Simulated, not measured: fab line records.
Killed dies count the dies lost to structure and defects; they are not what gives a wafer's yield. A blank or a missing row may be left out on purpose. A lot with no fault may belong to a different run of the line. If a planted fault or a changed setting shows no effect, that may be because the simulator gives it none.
What tool caused it? ; flow nand_harc ; Sampling: 24 lots, 72 wafers, 6 of 1302 route steps

## WHAT THE GAUGES SHOWED, per wafer
NHARC_A_BLC_INSPECT_28. Usual: raw_defect_count reads 515 (standard deviation 130).
lot;measured;on;raw_defect_count;flag
L076;day 23 02:48;defect_inspect-01;541 527 674;
L075;day 23 02:38;defect_inspect-01;440 529 529;
L074;day 23 04:27;defect_inspect-01;447 513 354;
L077;day 23 17:36;defect_inspect-02;450 497 475;
L078;day 24 08:32;defect_inspect-01;598 620 446;
L079;day 25 05:33;defect_inspect-01;545 564 726;
L082;day 25 11:44;defect_inspect-01;386 428 327;
L080;day 25 14:10;defect_inspect-01;415 468 551;
L081;day 26 18:05;defect_inspect-01;519 590 613;
L083;day 26 19:59;defect_inspect-01;386 397 378;
L085;day 26 23:25;defect_inspect-02;672 589 613;
L084;day 27 03:10;defect_inspect-01;707 494 725;
L086;day 27 20:02;defect_inspect-02;605 411 579;
L088;day 28 15:09;defect_inspect-01;469 526 414;
L090;day 28 19:46;defect_inspect-02;432 434 497;
L087;day 28 23:53;defect_inspect-02;470 467 519;
L091;day 28 22:47;defect_inspect-02;571 778 611;
L089;day 29 01:51;defect_inspect-01;411 479 392;
L092;day 29 19:40;defect_inspect-01;522 426 502;
L095;day 30 18:58;defect_inspect-01;793 484 606;
L094;day 30 22:15;defect_inspect-01;251 271 380;
L093;day 31 00:28;defect_inspect-01;330 457 449;
L096;day 32 13:46;defect_inspect-01;398 679 460;
L097;day 32 15:16;defect_inspect-01;438 516 553;

## EACH LOT AND THE TOOL THAT RAN IT (in order: tool; ch and the chambers of the sampled wafers; start)
lot;NHARC_A_CONTACT_ETCH_132;NHARC_A_CONTACT_DEP_84;NHARC_A_CONTACT_ETCH_136;NHARC_A_CONTACT_ETCH_138;NHARC_A_CONTACT_ETCH_139
L076;har_cap_etch-03 ch 0,1, day 22 11:11;acl_dep-02 ch 0, day 22 14:13;har_cap_etch-02 ch 0,1, day 22 18:52;har_cap_etch-02 ch 0,1, day 22 19:25;har_cap_etch-02 ch 0,1, day 22 19:41
L075;har_cap_etch-02 ch 0,1, day 22 11:27;acl_dep-03 ch 0, day 22 14:54;har_cap_etch-01 ch 0,1, day 22 19:04;har_cap_etch-01 ch 0,1, day 22 19:37;har_cap_etch-01 ch 0,1, day 22 19:53
L074;har_cap_etch-01 ch 0,1, day 22 14:18;acl_dep-03 ch 0, day 22 16:26;har_cap_etch-03 ch 0,1, day 22 20:47;har_cap_etch-03 ch 0,1, day 22 21:20;har_cap_etch-03 ch 0,1, day 22 21:36
L077;har_cap_etch-02 ch 1, day 23 02:43;acl_dep-02 ch 0, day 23 05:49;har_cap_etch-03 ch 0,1, day 23 09:54;har_cap_etch-03 ch 0,1, day 23 10:27;har_cap_etch-03 ch 0,1, day 23 10:43
L078;har_cap_etch-02 ch 0,1, day 23 16:31;acl_dep-01 ch 0, day 23 20:35;har_cap_etch-03 ch 0,1, day 24 00:45;har_cap_etch-03 ch 0,1, day 24 01:24;har_cap_etch-03 ch 0,1, day 24 01:46
L079;har_cap_etch-03 ch 0,1, day 24 14:21;acl_dep-02 ch 0, day 24 18:04;har_cap_etch-03 ch 0,1, day 24 21:50;har_cap_etch-03 ch 0,1, day 24 22:23;har_cap_etch-03 ch 0,1, day 24 22:39
L082;har_cap_etch-02 ch 0,1, day 24 21:18;acl_dep-03 ch 0, day 24 23:24;har_cap_etch-02 ch 0,1, day 25 03:41;har_cap_etch-02 ch 0,1, day 25 04:13;har_cap_etch-02 ch 0,1, day 25 04:29
L080;har_cap_etch-01 ch 0,1, day 24 22:00;acl_dep-01 ch 0, day 25 02:55;har_cap_etch-01 ch 0,1, day 25 06:40;har_cap_etch-01 ch 0,1, day 25 07:12;har_cap_etch-01 ch 0,1, day 25 07:28
L081;har_cap_etch-02 ch 0,1, day 26 00:20;acl_dep-01 ch 0, day 26 05:53;har_cap_etch-01 ch 0,1, day 26 10:11;har_cap_etch-01 ch 0,1, day 26 10:43;har_cap_etch-01 ch 0,1, day 26 10:59
L083;har_cap_etch-01 ch 0,1, day 26 05:43;acl_dep-01 ch 0, day 26 07:54;har_cap_etch-03 ch 0,1, day 26 12:18;har_cap_etch-03 ch 0,1, day 26 12:50;har_cap_etch-03 ch 0,1, day 26 13:07
L085;har_cap_etch-03 ch 0,1, day 26 09:16;acl_dep-01 ch 0, day 26 11:26;har_cap_etch-01 ch 0, day 26 15:44;har_cap_etch-01 ch 0, day 26 16:17;har_cap_etch-01 ch 0, day 26 16:33
L084;har_cap_etch-02 ch 0,1, day 26 10:46;acl_dep-01 ch 0, day 26 14:58;har_cap_etch-03 ch 0,1, day 26 19:21;har_cap_etch-03 ch 0,1, day 26 19:53;har_cap_etch-03 ch 0,1, day 26 20:10
L086;har_cap_etch-01 ch 0,1, day 27 06:06;acl_dep-02 ch 0, day 27 08:22;har_cap_etch-02 ch 0,1, day 27 12:30;har_cap_etch-02 ch 0,1, day 27 13:02;har_cap_etch-02 ch 0,1, day 27 13:19
L088;har_cap_etch-01 ch 0,1, day 27 22:13;acl_dep-01 ch 0, day 28 03:22;har_cap_etch-02 ch 0,1, day 28 07:38;har_cap_etch-02 ch 0,1, day 28 08:11;har_cap_etch-02 ch 0,1, day 28 08:27
L090;har_cap_etch-02 ch 0,1, day 28 02:07;acl_dep-02 ch 0, day 28 07:12;har_cap_etch-03 ch 0,1, day 28 11:22;har_cap_etch-03 ch 0,1, day 28 11:54;har_cap_etch-03 ch 0,1, day 28 12:10
L087;har_cap_etch-01 ch 0,1, day 28 03:47;acl_dep-02 ch 0, day 28 08:57;har_cap_etch-02 ch 0,1, day 28 13:25;har_cap_etch-02 ch 0,1, day 28 13:58;har_cap_etch-02 ch 0,1, day 28 14:14
L091;har_cap_etch-03 ch 0,1, day 28 07:44;acl_dep-02 ch 0, day 28 10:41;har_cap_etch-03 ch 0,1, day 28 14:56;har_cap_etch-03 ch 0,1, day 28 15:29;har_cap_etch-03 ch 0,1, day 28 15:45
L089;har_cap_etch-01 ch 0,1, day 28 10:47;acl_dep-02 ch 0, day 28 14:29;har_cap_etch-02 ch 0,1, day 28 18:20;har_cap_etch-02 ch 0,1, day 28 18:52;har_cap_etch-02 ch 0,1, day 28 19:09
L092;har_cap_etch-03 ch 0,1, day 29 03:00;acl_dep-03 ch 0, day 29 07:41;har_cap_etch-01 ch 0,1, day 29 11:58;har_cap_etch-01 ch 0,1, day 29 12:31;har_cap_etch-01 ch 0,1, day 29 12:47
L095;har_cap_etch-02 ch 0,1, day 30 03:41;acl_dep-02 ch 0, day 30 06:16;har_cap_etch-02 ch 0,1, day 30 11:13;har_cap_etch-02 ch 0,1, day 30 11:46;har_cap_etch-02 ch 0,1, day 30 12:02
L094;har_cap_etch-03 ch 0,1, day 30 07:35;acl_dep-01 ch 0, day 30 10:01;har_cap_etch-03 ch 0,1, day 30 14:40;har_cap_etch-03 ch 0,1, day 30 15:13;har_cap_etch-03 ch 0,1, day 30 15:29
L093;har_cap_etch-01 ch 1, day 30 10:02;acl_dep-02 ch 0, day 30 12:58;har_cap_etch-01 ch 0,1, day 30 16:58;har_cap_etch-01 ch 0,1, day 30 17:31;har_cap_etch-01 ch 0,1, day 30 17:47
L096;har_cap_etch-02 ch 0, day 31 15:02;acl_dep-02 ch 0, day 32 01:44;har_cap_etch-01 ch 0,1, day 32 05:58;har_cap_etch-01 ch 0,1, day 32 06:31;har_cap_etch-01 ch 0,1, day 32 06:47
L097;har_cap_etch-03 ch 0,1, day 31 17:56;acl_dep-02 ch 0, day 32 03:26;har_cap_etch-02 ch 0,1, day 32 07:35;har_cap_etch-02 ch 0,1, day 32 08:07;har_cap_etch-02 ch 0,1, day 32 08:23
- NHARC_A_CONTACT_ETCH_132: etches the open film in C4F8/O2/Ar, time 197 s, target depth 1924 nm.
- NHARC_A_CONTACT_DEP_84: deposits aC, target thk 2800 nm.
- NHARC_A_CONTACT_ETCH_136: etches the open film in C4F8/O2/Ar, time 311 s, target depth 1912 nm.
- NHARC_A_CONTACT_ETCH_138: etches the open film in C4F8/O2/Ar, time 311 s, target depth 1914 nm.
- NHARC_A_CONTACT_ETCH_139: etches the open film in C4F8/O2/Ar, time 195 s, target depth 840 nm.

## WHAT THE TOOLS THEMSELVES READ (means of the sampled wafers that have a number; where no wafer has one, the mark that the record gives instead)
NHARC_A_CONTACT_ETCH_132. Usual: chamber_pressure_mTorr reads 20.000 mTorr (standard deviation 0.018).
lot;tool;chamber_pressure_mTorr (mTorr);flag
L076;har_cap_etch-03;20.013;
L075;har_cap_etch-02;20.004;
L074;har_cap_etch-01;19.998;
L077;har_cap_etch-02;19.999;
L078;har_cap_etch-02;20.013;
L079;har_cap_etch-03;19.998;
L082;har_cap_etch-02;19.982;
L080;har_cap_etch-01;20.006;
L081;har_cap_etch-02;20.009;
L083;har_cap_etch-01;20.004;
L085;har_cap_etch-03;19.982;
L084;har_cap_etch-02;20.012;
L086;har_cap_etch-01;20.012;
L088;har_cap_etch-01;20.004;
L090;har_cap_etch-02;19.992;
L087;har_cap_etch-01;20.001;
L091;har_cap_etch-03;19.999;
L089;har_cap_etch-01;20.010;
L092;har_cap_etch-03;20.006;
L095;har_cap_etch-02;19.997;
L094;har_cap_etch-03;19.995;
L093;har_cap_etch-01;20.010;
L096;har_cap_etch-02;20.008;
L097;har_cap_etch-03;20.002;

NHARC_A_CONTACT_DEP_84. Usual: throttle_valve_pct reads 35.000 % (standard deviation 0.0087).
lot;tool;throttle_valve_pct (%);flag
L076;acl_dep-02;35.002;
L075;acl_dep-03;34.996;
L074;acl_dep-03;35.004;
L077;acl_dep-02;34.998;
L078;acl_dep-01;35.010;
L079;acl_dep-02;34.992;
L082;acl_dep-03;34.993;
L080;acl_dep-01;35.008;
L081;acl_dep-01;34.998;
L083;acl_dep-01;35.002;
L085;acl_dep-01;34.998;
L084;acl_dep-01;35.007;
L086;acl_dep-02;35.001;
L088;acl_dep-01;34.998;
L090;acl_dep-02;34.992;
L087;acl_dep-02;35.001;
L091;acl_dep-02;35.003;
L089;acl_dep-02;35.004;
L092;acl_dep-03;35.005;
L095;acl_dep-02;34.990;
L094;acl_dep-01;34.996;
L093;acl_dep-02;35.004;
L096;acl_dep-02;34.996;
L097;acl_dep-02;34.994;

NHARC_A_CONTACT_ETCH_136. Usual: chamber_pressure_mTorr reads 20.002 mTorr (standard deviation 0.019).
lot;tool;chamber_pressure_mTorr (mTorr);flag
L076;har_cap_etch-02;19.984;
L075;har_cap_etch-01;19.993;
L074;har_cap_etch-03;20.007;
L077;har_cap_etch-03;19.996;
L078;har_cap_etch-03;19.996;
L079;har_cap_etch-03;19.988;
L082;har_cap_etch-02;20.002;
L080;har_cap_etch-01;20.006;
L081;har_cap_etch-01;19.998;
L083;har_cap_etch-03;20.005;
L085;har_cap_etch-01;19.993;
L084;har_cap_etch-03;20.012;
L086;har_cap_etch-02;19.997;
L088;har_cap_etch-02;19.992;
L090;har_cap_etch-03;20.020;
L087;har_cap_etch-02;20.003;
L091;har_cap_etch-03;20.010;
L089;har_cap_etch-02;19.999;
L092;har_cap_etch-01;20.020;
L095;har_cap_etch-02;20.006;
L094;har_cap_etch-03;20.024;
L093;har_cap_etch-01;20.018;
L096;har_cap_etch-01;20.014;
L097;har_cap_etch-02;19.996;

NHARC_A_CONTACT_ETCH_138. Usual: chamber_pressure_mTorr reads 19.998 mTorr (standard deviation 0.015).
lot;tool;chamber_pressure_mTorr (mTorr);flag
L076;har_cap_etch-02;19.998;
L075;har_cap_etch-01;20.004;
L074;har_cap_etch-03;19.993;
L077;har_cap_etch-03;19.998;
L078;har_cap_etch-03;19.989;
L079;har_cap_etch-03;19.994;
L082;har_cap_etch-02;19.990;
L080;har_cap_etch-01;19.992;
L081;har_cap_etch-01;19.980;
L083;har_cap_etch-03;19.996;
L085;har_cap_etch-01;19.999;
L084;har_cap_etch-03;19.989;
L086;har_cap_etch-02;19.994;
L088;har_cap_etch-02;20.000;
L090;har_cap_etch-03;20.006;
L087;har_cap_etch-02;20.001;
L091;har_cap_etch-03;20.004;
L089;har_cap_etch-02;20.000;
L092;har_cap_etch-01;20.018;
L095;har_cap_etch-02;19.987;
L094;har_cap_etch-03;19.988;
L093;har_cap_etch-01;19.997;
L096;har_cap_etch-01;19.989;
L097;har_cap_etch-02;19.997;

NHARC_A_CONTACT_ETCH_139. Usual: chamber_pressure_mTorr reads 20.000 mTorr (standard deviation 0.018).
lot;tool;chamber_pressure_mTorr (mTorr);flag
L076;har_cap_etch-02;19.995;
L075;har_cap_etch-01;19.999;
L074;har_cap_etch-03;20.000;
L077;har_cap_etch-03;20.010;
L078;har_cap_etch-03;20.010;
L079;har_cap_etch-03;19.997;
L082;har_cap_etch-02;19.996;
L080;har_cap_etch-01;19.984;
L081;har_cap_etch-01;19.997;
L083;har_cap_etch-03;20.002;
L085;har_cap_etch-01;20.008;
L084;har_cap_etch-03;19.993;
L086;har_cap_etch-02;20.000;
L088;har_cap_etch-02;20.004;
L090;har_cap_etch-03;20.005;
L087;har_cap_etch-02;20.003;
L091;har_cap_etch-03;19.993;
L089;har_cap_etch-02;20.010;
L092;har_cap_etch-01;20.008;
L095;har_cap_etch-02;19.986;
L094;har_cap_etch-03;20.020;
L093;har_cap_etch-01;20.005;
L096;har_cap_etch-01;20.000;
L097;har_cap_etch-02;19.974;

## THE ANSWER, worked out from the rows above alone
Rule: lot off if the mean of its wafers having a number is beyond 3 standard deviations from the usual mean. Also off: a lot with no number at a reading for which 4 or more lots have one. The other lots that the step has rows for count as sound. After the gauges, taken in route order, come the tools' own readings; for these a lot's mean is taken, as printed above. At the first step where some lot is off, the reading lying furthest off is the one used; lots without a number count as furthest.
No lot is off at any reading shown: from this, nothing can be told.

## WHAT WAS PUT IN BY THE SIMULATOR
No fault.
